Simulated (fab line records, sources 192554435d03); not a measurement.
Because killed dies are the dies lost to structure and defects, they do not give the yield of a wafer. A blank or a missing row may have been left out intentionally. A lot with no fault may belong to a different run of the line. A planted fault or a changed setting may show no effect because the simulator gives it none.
fab line records | flow n5Finfet
[record] lots = 4 wafers = 12 lastDay = 20
route steps=1938 shown BEOL_M4@1099 BEOL_M5@1112 BEOL_M11@1578 PASSIVATION@1936
lots that met no fault: from a run of the same line without faults
startH: the number of hours between the record's first day and the start of the first shown wafer of the lot | waitH: time in hours since the lot's previous step | " repeats the value in the row above | L1.1+2: one row covering several wafers at once | - value missing, or start not given | * or withheld: withheld | < > ~ a bound
route shown NAME@n: names a module that has steps shown in the file, with the first one's number in the route | usual: average and standard deviation across the fault-free wafers | same: alike in all rows | chamber/n: place in a boat | sites: each site's reading | _std_site: the standard deviation of these | _edge_site: the outer-site mean with the inner-site mean subtracted | radiusMm: how far each site lies from the wafer's centre | mask NAME#n: copy n | behind: tool/chamber where the wafer was last shaped | hold: the reason the lot was held/the length of the hold in hours/how it ended | device: the transistor (n, p or np) that didn't switch | end of line: the same wafers' tests at the end of the route | for a step that has no rows: nothing shown but its recipe | killed: dies that structure and defects cost at the first sort, which is not the same as the wafer's yield | map: a wafer's dies, marking killed ones x, the rest . and places with no die _
set.NAME: the setting that was run; set.NAME@STEP: the one run at that earlier step | model.NAME: the simulator's own value behind a step, which no gauge read
lots at some steps of the route; a table a step, a row a wafer
services: a tool's chamber out of use, with start hour (startH, from the record's first day; less than 0 if before it), hours out, and reason
[[steps]]
[step N5_BEOL_M4_ANNEAL_95]
[recipe] tempC = 400 timeS = 240 ambient = vacuum
[step N5_BEOL_M4_SPUTTER_96]
[recipe] material = Cu targetThkA = 45 tempC = -20 chamberPressurePa = 0.07 powerW = withheld timeS = 8.29
[step N5_BEOL_M4_ECD_50]
[recipe] material = Cu targetThkA = 3000
[step N5_BEOL_M4_ANNEAL_51]
[recipe] tempC = 225 timeS = 90 ambient = N2
[step N5_BEOL_M4_CMP_52]
[recipe] stopOn = SiOC tOverpolishS = 6.8 downForcePsi = 1 platenRpm = 50 clearingPlatenDownForcePsi = 1.5 clearingPlatenRpm = 50 postCmpClean = cuAlkaline targetThkNm = 40 clearingPlatenPadVelocityMS = 0.99484 padVelocityMS = 0.99484
[step N5_BEOL_M4_PRE_CLEAN_60]
[recipe] gas = NH3/H2 timeS = 15 tempC = * rfPowerW = 300
[step N5_BEOL_M4_CO_CAP_55]
[recipe] material = Co targetThkA = 20 tempC = 200 precursor = CCTBA/H2 pressureTorr = 30 timeS = 102.1
[step N5_BEOL_M4_PRE_CLEAN_56]
[recipe] gas = NH3 timeS = 15 tempC = withheld rfPowerW = 300
[step N5_BEOL_M4_DEP_57]
[recipe] material = SiCN targetThkA = 80 tempC = withheld precursor = 3MS/NH3 pressureTorr = 3 rfW = 202 timeS = 14
[step N5_BEOL_M4_RC_MEAS_101]
[usual] DIBL_N = 35.9/1.2 DIBL_P = 35.9/1.4 IOFF_N = 0.149/0.02 IOFF_P = 0.205/0.022 ION_N = 671/8.8 ION_P = 461/5.9 SS_N = 71.4/0.51 SS_P = 73.2/0.56 VT_N = 250.6/2.5 VT_P = -250.1/2.3
// columns lot.wafer tool chamber startH waitH DIBL_N[mV/V] DIBL_P[mV/V] IOFF_N[nA/um] IOFF_P[nA/um] ION_N[uA/um] ION_P[uA/um] SS_N[mV/dec] SS_P[mV/dec] VT_N[mV] VT_P[mV]
L604.1 prober-02 0 269.15 0.0 37.6 35.5 0.148 0.225 663 461 71.2 72.8 248.3 -250.1
L604.3 " 0 " " 35.6 32.9 0.119 0.185 654 460 70.3 72.2 252.7 -252.9
L604.5 " 0 " " 36.2 34.1 0.125 0.201 661 463 70.9 72.0 254.0 -249.6
L605.1 prober-02 0 284.46 0.0 34.5 35.0 0.125 0.175 662 455 71.2 72.9 256.7 -250.0
L605.2 " 0 " " 35.3 36.2 0.139 0.190 663 458 71.7 72.8 252.8 -253.9
L605.5 " 0 " " 34.7 34.9 0.128 0.178 660 454 71.3 73.1 252.0 -252.1
L607.2 prober-01 0 288.10 0.2 36.5 36.9 0.165 0.210 662 456 71.9 73.4 249.6 -249.5
L607.5 " 0 " " 36.2 37.2 0.164 0.209 686 464 71.9 72.5 246.6 -248.3
L607.6 " 0 " " 36.6 37.1 0.173 0.212 675 462 71.8 73.0 247.6 -250.0
L615.3 prober-02 0 360.97 0.3 35.1 33.7 0.132 0.213 670 469 69.9 73.1 251.8 -249.2
L615.4 " 0 " " 36.7 34.9 0.156 0.219 671 465 71.5 73.6 250.8 -249.6
L615.5 " 0 " " 36.8 35.1 0.156 0.229 674 469 71.0 73.7 250.4 -248.8
[step N5_BEOL_M5_ILD_DEP_00]
[recipe] material = SiCOH_lowk targetThkA = 1406.4 tempC = 300 precursor = DEMS/porogen pressureTorr = 5 rfW = 500 timeS = 25.9
[step N5_BEOL_M5_CURE_79]
[recipe] tempC = 385 timeS = 240 ambient = He/Ar material = SiCOH_lowk
[step N5_BEOL_M5_PECVD_70]
[recipe] material = SiO2 targetThkA = 160 tempC = 400 precursor = TEOS/O2 pressureTorr = 5.5 rfW = 450 teosFlowSccm = 53.8 gas = O2 flowSccm = 3000 timeS = 18
[step N5_BEOL_M5_HM_DEP_02]
[recipe] material = TiN targetThkA = 200 tempC = 25 chamberPressurePa = 0.49996
[step N5_BEOL_M5_COAT_59]
[recipe] resist = SOC tempC = 250 timeS = 60 spinRpm = 1500 resistThkNm = 60
[step N5_BEOL_M5_COAT_60]
[recipe] resist = SiARC tempC = 220 timeS = 60 spinRpm = 1500 resistThkNm = 12
[step N5_BEOL_M5_COAT_71]
[recipe] resist = underlayer tempC = 205 timeS = 60 spinRpm = 1500 resistThkNm = 5
[step N5_BEOL_M5_COAT_05]
[recipe] resist = CAR-EUV spinRpm = 1500 resistThkNm = 30
[step N5_BEOL_M5_EBR_07]
[recipe] solvent = PGMEA ebrWidthMm = 1.5
[step N5_BEOL_M5_SOFTBAKE_06]
[recipe] tempC = 110 timeS = 60 resist = CAR-EUV
[step N5_BEOL_M5_EXPOSE_08]
[recipe] maskId = M5 na = 0.33 sourceShape = annular sigmaInner = 0.4 sigmaOuter = 0.8 polarization = unpolarized targetCdNm = 28 doseMj = 35.75
[step N5_BEOL_M5_PEB_09]
[recipe] pebTempC = 100 pebTimeS = 60 resist = CAR-EUV
[step N5_BEOL_M5_DEVELOP_10]
[recipe] developTimeS = 30 developer = TMAH resist = CAR-EUV rinseLiquid = surfactantRinse dry = airSpin devTempC = 23
[step N5_BEOL_M5_DESCUM_16]
[recipe] chemistry = O2 timeS = 7 sourcePowerW = 50 biasPowerW = 20 pressureMtorr = 20 rfFrequencyHz = 2.712e+07 tempC = 40 resist = CAR-EUV o2FlowSccm = 225
[step N5_BEOL_M5_ETCH_72]
[recipe] chemistry = N2/H2 target = underlayer targetDepthA = 65 maskMaterial = CAR-EUV timeS = 5.2 ionEnergyEv = 200 pressureMtorr = 30 sourceW = 840 biasW = 150 n2FlowSccm = 200 h2FlowSccm = 200 ends = cleared
[step N5_BEOL_M5_ETCH_61]
[recipe] chemistry = CF4 target = SiARC targetDepthA = 156 maskMaterial = CAR-EUV timeS = 26 ionEnergyEv = 80 pressureMtorr = 40 sourceW = 545 biasW = 36 Ar_flow_sccm = 100 cf4FlowSccm = 100 ends = cleared
[step N5_BEOL_M5_ETCH_62]
[recipe] chemistry = N2/H2 target = SOC targetDepthA = 750 overetchA = 150 maskMaterial = SiARC tempC = 40 timeS = 112.5 ionEnergyEv = 200 pressureMtorr = 30 sourceW = 840 biasW = 150 n2FlowSccm = 200 h2FlowSccm = 200
[step N5_BEOL_M5_STRIP_63]
[recipe] chemistry = N2/H2 tempC = 40 n2FlowSccm = 200 h2FlowSccm = 200 rfFrequencyHz = 6e+07
[step N5_BEOL_M5_STRIP_73]
[recipe] chemistry = N2/H2 tempC = 40 n2FlowSccm = 200 h2FlowSccm = 200 rfFrequencyHz = 6e+07
[step N5_BEOL_M5_STRIP_64]
[recipe] chemistry = CF4 resist = SiARC powerW = 300 biasPowerW = 75 pressureMtorr = 50 cf4FlowSccm = 150 rfFrequencyHz = 6e+07
[step N5_BEOL_M5_HM_OPEN_17]
[recipe] chemistry = Cl2/BCl3 targetDepthA = 200 overetchA = 60 target = TiN maskMaterial = SOC ionEnergyEv = 150 pressureMtorr = 10 icpW = 1000 biasW = 126 Cl2_flow_sccm = 53.25 bcl3FlowSccm = 21.75 Ar_flow_sccm = 25
[step N5_BEOL_M5_STRIP_19]
[recipe] chemistry = O2 powerW = 400 tempC = 40 pressureMtorr = 30 rfFrequencyHz = 6e+07 biasPowerW = 0 overashFraction = 0.2 o2FlowSccm = 225
[step N5_BEOL_M5_COAT_65]
[recipe] resist = SOC tempC = 250 timeS = 60 spinRpm = 1500 resistThkNm = 60
[step N5_BEOL_M5_COAT_66]
[recipe] resist = SiARC tempC = 220 timeS = 60 spinRpm = 1500 resistThkNm = 12
[step N5_BEOL_M11_TRENCH_ETCH_37]
[recipe] chemistry = C4F6/O2 targetDepthA = 1488.3 target = SiCOH_lowk timeS = 48 ionEnergyEv = 250 pressureMtorr = 30 sourceW = 345 biasW = 185 Ar_flow_sccm = 300 C4F6_flow_sccm = 10 O2_flow_sccm = 10
[usual] C4F6_flow_sccm = 10.00/0.03 O2_flow_sccm = 9.997/0.029 chamberPressureMTorr = 30.002/0.03 drypumpMotorCurrentA = 5.7/0.47 oesProductAu = 0.81/0.077 rfVppV = 666/5.3 showerheadPlenumPTorr = 2.85/0.11 throttleValvePct = 20.86/0.24
// columns lot.wafer tool chamber startH waitH C4F6_flow_sccm O2_flow_sccm chamberPressureMTorr drypumpMotorCurrentA oesProductAu rfHoursCounterH rfVppV showerheadPlenumPTorr throttleValvePct model.TiN_of_BEOL_M11_HM_DEP_02.thkNm
L604.1 rieDiel-01 0 333.84 - 10.00 10.039 29.970 6.1 0.69 230 665 2.93 21.12 16.2
L604.3 " 3 " " 9.99 9.989 30.014 5.4 0.68 236 672 2.91 21.17 16.2
L604.5 " 0 " " 9.98 9.966 30.026 6.1 0.69 - 663 2.93 21.12 16.2
L607.2 rieDiel-04 2 344.41 - - - - - - - - - - 19.8
L607.5 " 0 " " - - - - - - - - - 19.8
L607.6 " 3 " " - - - - - - - - - 19.6
L605.1 rieDiel-01 2 344.85 - - - - - - - - - - 19.8
L605.2 " 3 " " - - - - - - - - - 19.8
L605.5 " 2 " " - - - - - - - - - 19.8
L615.3 rieDiel-02 0 430.56 - 9.99 9.923 29.975 5.6 0.81 87 671 2.88 21.18 15.8
L615.4 " 1 " " 10.00 9.955 29.972 4.9 0.81 84 667 2.77 20.81 15.8
L615.5 " 0 " " 10.02 9.938 29.999 5.6 0.80 - 673 2.88 21.18 15.4
[step N5_BEOL_M11_OCD_MEAS_38]
[usual] trenchDepthNm = 148.6/2
// columns lot.wafer tool chamber startH waitH trenchDepthNm
L604.1 ocd-02 - 334.02 - 142.9
L604.3 " - " " 144.9
L604.5 " - " " 142.6
L607.2 ocd-01 - 344.60 - 0
L607.5 " - " " 0.1
L607.6 " - " " 0
L605.1 ocd-01 - 345.03 - 0.2
L605.2 " - " " 0
L605.5 " - " " 0
L615.3 ocd-01 - 430.74 - 149.8
L615.4 " - " " 145.7
L615.5 " - " " 149.9
[step N5_BEOL_M11_CMP_52]
[recipe] stopOn = SiCOH_lowk tOverpolishS = 7 downForcePsi = 1 platenRpm = 50 clearingPlatenDownForcePsi = 1.5 clearingPlatenRpm = 50 postCmpClean = cuAlkaline targetThkNm = 140 clearingPlatenPadVelocityMS = 0.99484 padVelocityMS = 0.99484
[usual] motorCurrentA = 6.2/0.51 slurryFilterDpKPa = 13.51/0.13 slurryFlowMlMin = 150.0/0.5
// columns lot.wafer tool chamber startH waitH motorCurrentA slurryFilterDpKPa slurryFlowMlMin model.Cu_of_BEOL_M11_ECD_50.thkNm
L604.1 cmp-01 0 337.06 0.3 6.5 13.35 150.2 134.8
L604.3 " 1 " " 6.3 13.38 150.0 135.2
L604.5 " 1 " " 6.1 13.71 150.3 134.2
L607.2 cmp-04 1 347.27 0.2 6.7 13.49 150.8 0.2
L607.5 " 1 " " 6.8 13.32 149.9 0.2
L607.6 " 2 " " 6.2 13.39 149.3 1
L605.2 cmp-04 0 347.84 0.2 5.8 13.23 149.7 0.8
L605.1 " 2 " " 6.0 13.54 150.7 1.6
L605.5 " 0 " " 5.7 13.27 149.6 1.2
L615.4 cmp-01 2 433.23 0.2 6.3 13.35 149.9 137.8
L615.3 " 0 " " 6.7 13.47 151.0 141.4
L615.5 " 2 " " 6.4 13.45 150.6 142
[step N5_PASSIVATION_PROBE_49]
[usual] defectLimitedYield = 91.1/1.4 killed_at_M0_to_M3 = 34/10 killed_at_M4_up = 14/5.5 killedAtContacts = 12/5.1 killedAtFrontEnd = 41/12 killedAtOther = 4/3.1 killedDies = 105/17 killedOnRim = 13/3.7 killedOpen = 70/13 killedShort = 33/7.6 sort_bin_5_function = 5.3/0.98 sort_bin_6_memory = 3.3/0.67 sortNPass = 1075/17 sortYieldPct = 91.1/1.4
[same] grossDies = 1180 killedAtBackSide = 0 sort_bin_4_leakage[%] = 0 sort_bin_8_speed[%] = 0
// columns lot.wafer tool chamber startH waitH defectLimitedYield[%] killed_at_M0_to_M3 killed_at_M4_up killedAtContacts killedAtFrontEnd killedAtOther killedDies killedOnRim killedOpen killedShort sort_bin_5_function[%] sort_bin_6_memory[%] sortNPass sortYieldPct[%]
L604.1 prober-01 - 382.76 0.0 92.6 47 5 14 15 6 87 11 59 27 4.2 2.9 1093 92.6
L604.3 prober-01 - 382.86 0.1 93.7 39 8 6 14 7 74 8 43 28 4.2 1.9 1106 93.7
L604.5 prober-01 - 382.96 0.2 93.9 34 10 8 20 0 72 12 46 22 2.7 3.1 1108 93.9
L607.2 prober-02 - 392.74 0.1 0 45 1079 18 35 3 1180 152 72 46 96.3 3.3 0 0
L607.5 prober-02 - 392.89 0.2 0 26 1084 16 52 2 1180 152 64 41 96.2 3.5 0 0
L607.6 prober-02 - 392.94 0.3 0 24 1063 25 64 4 1180 152 100 24 95.0 4.9 0 0
L605.1 prober-01 - 394.13 0.0 0 19 1116 16 29 0 1180 152 56 18 97.7 2.3 0 0
L605.2 prober-01 - 394.18 0.1 0 45 1105 7 21 2 1180 152 63 25 97.2 2.8 0 0
L605.5 prober-01 - 394.33 0.2 0 24 1119 7 30 0 1180 152 54 24 96.9 3.0 0 0
// killed by level:class
L604.1 BEOL_M3:geometricParticle:open=14 MOL_CONTACT_COAG:geometricParticle:open=12 BEOL_M0_SAQP:geometricParticle:short=10 BEOL_M2:geometricParticle:open=9 BEOL_M0_SAQP:geometricParticle:open=6 BEOL_M1:geometricParticle:open=5 GATE_CUT:geometricParticle:open=3 MIM_TOP_ETCH:geometricParticle:open=3
L604.3 BEOL_M2:geometricParticle:open=12 BEOL_M3:geometricParticle:open=10 BEOL_M1:geometricParticle:short=8 FIN_SAQP:geometricParticle:short=5 MOL_CONTACT_COAG:geometricParticle:open=5 MIM_TOP_ETCH:geometricParticle:short=5 BEOL_M1:geometricParticle:open=4 BEOL_M4:geometricParticle:open=4
L604.5 MOL_CONTACT_COAG:geometricParticle:open=7 BEOL_M2:geometricParticle:open=7 BEOL_M0_SAQP:geometricParticle:open=6 BEOL_M3:geometricParticle:open=6 GATE_CUT:geometricParticle:short=5 BEOL_M0_SAQP:geometricParticle:short=5 BEOL_M2:geometricParticle:short=4 STI_FIN_REVEAL:geometricParticle:open=3
L607.2 BEOL_M11:areaEtch=1059 MOL_CONTACT_COAG:geometricParticle:open=14 BEOL_M2:geometricParticle:open=13 BEOL_M4:geometricParticle:short=9 FIN_SAQP:geometricParticle:open=8 BEOL_M0_SAQP:geometricParticle:short=8 BEOL_M0_SAQP:geometricParticle:open=8 STI_FIN_REVEAL:geometricParticle:open=7
L607.5 BEOL_M11:areaEtch=1074 FIN_SAQP:geometricParticle:short=19 FIN_SAQP:geometricParticle:open=14 MOL_CONTACT_COAG:geometricParticle:open=11 BEOL_M3:geometricParticle:open=9 DUMMY_GATE:geometricParticle:open=6 MOL_CONTACT_COAG:geometricParticle:short=5 BEOL_M0_SAQP:geometricParticle:short=5
L607.6 BEOL_M11:areaEtch=1053 STI_FIN_REVEAL:geometricParticle:open=27 MOL_CONTACT_COAG:geometricParticle:open=25 FIN_SAQP:geometricParticle:open=13 FIN_SAQP:geometricParticle:short=8 BEOL_M1:geometricParticle:open=6 STI_FIN_REVEAL:geometricParticle:short=5 BEOL_M2:geometricParticle:open=5
L605.1 BEOL_M11:areaEtch=1105 MOL_CONTACT_COAG:geometricParticle:open=15 GATE_CUT:geometricParticle:open=9 STI_FIN_REVEAL:geometricParticle:open=7 BEOL_M0_SAQP:geometricParticle:short=6 GATE_CUT:geometricParticle:short=5 STARTING-WAFER:geometricParticle:open=4 BEOL_M3:geometricParticle:open=3
L605.2 BEOL_M11:areaEtch=1090 BEOL_M1:geometricParticle:open=13 BEOL_M0_SAQP:geometricParticle:short=8 MOL_CONTACT_COAG:geometricParticle:open=7 BEOL_M0_SAQP:geometricParticle:open=7 BEOL_M2:geometricParticle:open=6 BEOL_M4:geometricParticle:open=5 STI_FIN_REVEAL:geometricParticle:open=4
L605.5 BEOL_M11:areaEtch=1101 BEOL_M4:geometricParticle:open=11 STI_FIN_REVEAL:geometricParticle:open=9 FIN_SAQP:geometricParticle:open=6 BEOL_M2:geometricParticle:open=6 MOL_CONTACT_COAG:geometricParticle:open=5 BEOL_M0_SAQP:geometricParticle:short=5 FIN_SAQP:geometricParticle:short=4
// map L605.1 (x killed, . not)
_________________xxxxxxxxxxxx________________
______________xxxxxxxxxxxxxxxxxx_____________
___________xxxxxxxxxxxxxxxxxxxxxxxx__________
__________xxxxxxxxxxxxxxxxxxxxxxxxxx_________
________xxxxxxxxxxxxxxxxxxxxxxxxxxxxxx_______
_______xxxxxxxxxxxxxxxxxxxxxxxxxxxxxxxx______
______xxxxxxxxxxxxxxxxxxxxxxxxxxxxxxxxxx_____
_____xxxxxxxxxxxxxxxxxxxxxxxxxxxxxxxxxxxx____
____xxxxxxxxxxxxxxxxxxxxxxxxxxxxxxxxxxxxxx___
___xxxxxxxxxxxxxxxxxxxxxxxxxxxxxxxxxxxxxxxx__
___xxxxxxxxxxxxxxxxxxxxxxxxxxxxxxxxxxxxxxxx__
__xxxxxxxxxxxxxxxxxxxxxxxxxxxxxxxxxxxxxxxxxx_
__xxxxxxxxxxxxxxxxxxxxxxxxxxxxxxxxxxxxxxxxxx_
_xxxxxxxxxxxxxxxxxxxxxxxxxxxxxxxxxxxxxxxxxxxx
_xxxxxxxxxxxxxxxxxxxxxxxxxxxxxxxxxxxxxxxxxxxx
_xxxxxxxxxxxxxxxxxxxxxxxxxxxxxxxxxxxxxxxxxxxx
_xxxxxxxxxxxxxxxxxxxxxxxxxxxxxxxxxxxxxxxxxxxx
_xxxxxxxxxxxxxxxxxxxxxxxxxxxxxxxxxxxxxxxxxxxx
_xxxxxxxxxxxxxxxxxxxxxxxxxxxxxxxxxxxxxxxxxxxx
_xxxxxxxxxxxxxxxxxxxxxxxxxxxxxxxxxxxxxxxxxxxx
_xxxxxxxxxxxxxxxxxxxxxxxxxxxxxxxxxxxxxxxxxxxx
__xxxxxxxxxxxxxxxxxxxxxxxxxxxxxxxxxxxxxxxxxx_
__xxxxxxxxxxxxxxxxxxxxxxxxxxxxxxxxxxxxxxxxxx_
___xxxxxxxxxxxxxxxxxxxxxxxxxxxxxxxxxxxxxxxx__
___xxxxxxxxxxxxxxxxxxxxxxxxxxxxxxxxxxxxxxxx__
____xxxxxxxxxxxxxxxxxxxxxxxxxxxxxxxxxxxxxx___
_____xxxxxxxxxxxxxxxxxxxxxxxxxxxxxxxxxxxx____
______xxxxxxxxxxxxxxxxxxxxxxxxxxxxxxxxxx_____
_______xxxxxxxxxxxxxxxxxxxxxxxxxxxxxxxx______
________xxxxxxxxxxxxxxxxxxxxxxxxxxxxxx_______
__________xxxxxxxxxxxxxxxxxxxxxxxxxx_________
___________xxxxxxxxxxxxxxxxxxxxxxxx__________
______________xxxxxxxxxxxxxxxxxx_____________
_________________xxxxxxxxxxxx________________
// map L607.2 (x killed, . not)
_________________xxxxxxxxxxxx________________
______________xxxxxxxxxxxxxxxxxx_____________
___________xxxxxxxxxxxxxxxxxxxxxxxx__________
__________xxxxxxxxxxxxxxxxxxxxxxxxxx_________
________xxxxxxxxxxxxxxxxxxxxxxxxxxxxxx_______
_______xxxxxxxxxxxxxxxxxxxxxxxxxxxxxxxx______
______xxxxxxxxxxxxxxxxxxxxxxxxxxxxxxxxxx_____
_____xxxxxxxxxxxxxxxxxxxxxxxxxxxxxxxxxxxx____
____xxxxxxxxxxxxxxxxxxxxxxxxxxxxxxxxxxxxxx___
___xxxxxxxxxxxxxxxxxxxxxxxxxxxxxxxxxxxxxxxx__
___xxxxxxxxxxxxxxxxxxxxxxxxxxxxxxxxxxxxxxxx__
__xxxxxxxxxxxxxxxxxxxxxxxxxxxxxxxxxxxxxxxxxx_
__xxxxxxxxxxxxxxxxxxxxxxxxxxxxxxxxxxxxxxxxxx_
_xxxxxxxxxxxxxxxxxxxxxxxxxxxxxxxxxxxxxxxxxxxx
_xxxxxxxxxxxxxxxxxxxxxxxxxxxxxxxxxxxxxxxxxxxx
_xxxxxxxxxxxxxxxxxxxxxxxxxxxxxxxxxxxxxxxxxxxx
_xxxxxxxxxxxxxxxxxxxxxxxxxxxxxxxxxxxxxxxxxxxx
_xxxxxxxxxxxxxxxxxxxxxxxxxxxxxxxxxxxxxxxxxxxx
_xxxxxxxxxxxxxxxxxxxxxxxxxxxxxxxxxxxxxxxxxxxx
_xxxxxxxxxxxxxxxxxxxxxxxxxxxxxxxxxxxxxxxxxxxx
_xxxxxxxxxxxxxxxxxxxxxxxxxxxxxxxxxxxxxxxxxxxx
__xxxxxxxxxxxxxxxxxxxxxxxxxxxxxxxxxxxxxxxxxx_
__xxxxxxxxxxxxxxxxxxxxxxxxxxxxxxxxxxxxxxxxxx_
___xxxxxxxxxxxxxxxxxxxxxxxxxxxxxxxxxxxxxxxx__
___xxxxxxxxxxxxxxxxxxxxxxxxxxxxxxxxxxxxxxxx__
____xxxxxxxxxxxxxxxxxxxxxxxxxxxxxxxxxxxxxx___
_____xxxxxxxxxxxxxxxxxxxxxxxxxxxxxxxxxxxx____
______xxxxxxxxxxxxxxxxxxxxxxxxxxxxxxxxxx_____
_______xxxxxxxxxxxxxxxxxxxxxxxxxxxxxxxx______
________xxxxxxxxxxxxxxxxxxxxxxxxxxxxxx_______
__________xxxxxxxxxxxxxxxxxxxxxxxxxx_________
___________xxxxxxxxxxxxxxxxxxxxxxxx__________
______________xxxxxxxxxxxxxxxxxx_____________
_________________xxxxxxxxxxxx________________
[[services]]
// columns tool chamber startH hours kind
cmp-04 - 312.23 2.6 repair
cmp-01 - 313.34 12.6 repair
cmp-04 - 325.66 4.0 pm
rieDiel-01 1 325.84 14.7 repair
rieDiel-02 - 327.81 14.6 pm
cmp-04 - 329.66 - consumableReplace:conditioner
cmp-04 - 329.66 - consumableReplace:pad
cmp-01 - 330.49 0.3 repair
cmp-01 - 339.13 1.6 repair
rieDiel-02 1 346.98 4.0 repair
rieDiel-01 3 351.08 6.8 repair
rieDiel-01 2 353.35 6.6 repair
cmp-04 - 356.73 0.9 repair
rieDiel-02 - 362.43 1.3 repair
rieDiel-02 1 376.80 10.3 repair
rieDiel-01 3 380.41 - clean
rieDiel-01 3 380.41 - consumableReplace:focusRing
rieDiel-01 3 380.41 15.8 scheduledDown
rieDiel-01 3 380.41 15.8 ventCycle
rieDiel-04 - 384.72 0.3 repair
rieDiel-01 0 396.61 - clean
cmp-01 - 398.29 4.0 pm
rieDiel-04 0 422.95 14.3 repair
cmp-01 - 424.66 2.8 repair
[[key]]
[firstSign] step = N5_BEOL_M11_TRENCH_ETCH_37 reading = toolRecord direction = missing
[effect] step = N5_BEOL_M11_OCD_MEAS_38 reading = trenchDepthNm direction = down sigmas = 75 usual = 148.6 struck = 0.1
[effect] step = N5_PASSIVATION_PROBE_49 reading = killed_at_M4_up direction = up sigmas = 99+ usual = 14 struck = 1094
[modelEffect] step = N5_BEOL_M11_TRENCH_ETCH_37 value = TiN_of_BEOL_M11_HM_DEP_02.thkNm without = 15.7 struck = 19.77
[modelEffect] step = N5_BEOL_M11_CMP_52 value = Cu_of_BEOL_M11_ECD_50.thkNm without = 140.8 struck = 0.8333
[moreKillsBornAt] N5_BEOL_M11_TRENCH_ETCH_37@rieDiel-01 = 3296 N5_BEOL_M11_TRENCH_ETCH_37@rieDiel-04 = 3186
metAt N5_BEOL_M11_TRENCH_ETCH_37
struckWafers L605.1,L605.2,L605.5,L607.2,L607.5,L607.6
laterRowsLeftOut L605.1,L605.2,L605.5,L607.2,L607.5,L607.6
onsetBetween 333.84 344.41
[fault] kind = skippedStepWhole tool = rieDiel-01,rieDiel-04 chamber = - onsetH = 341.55 steps = N5_BEOL_M11_TRENCH_ETCH_37 scope = struckLotsOnly
// laterRowsLeftOut: the simulator's readings of these wafers behind a module that went badly wrong aren't trusted and aren't shown, but for the sort
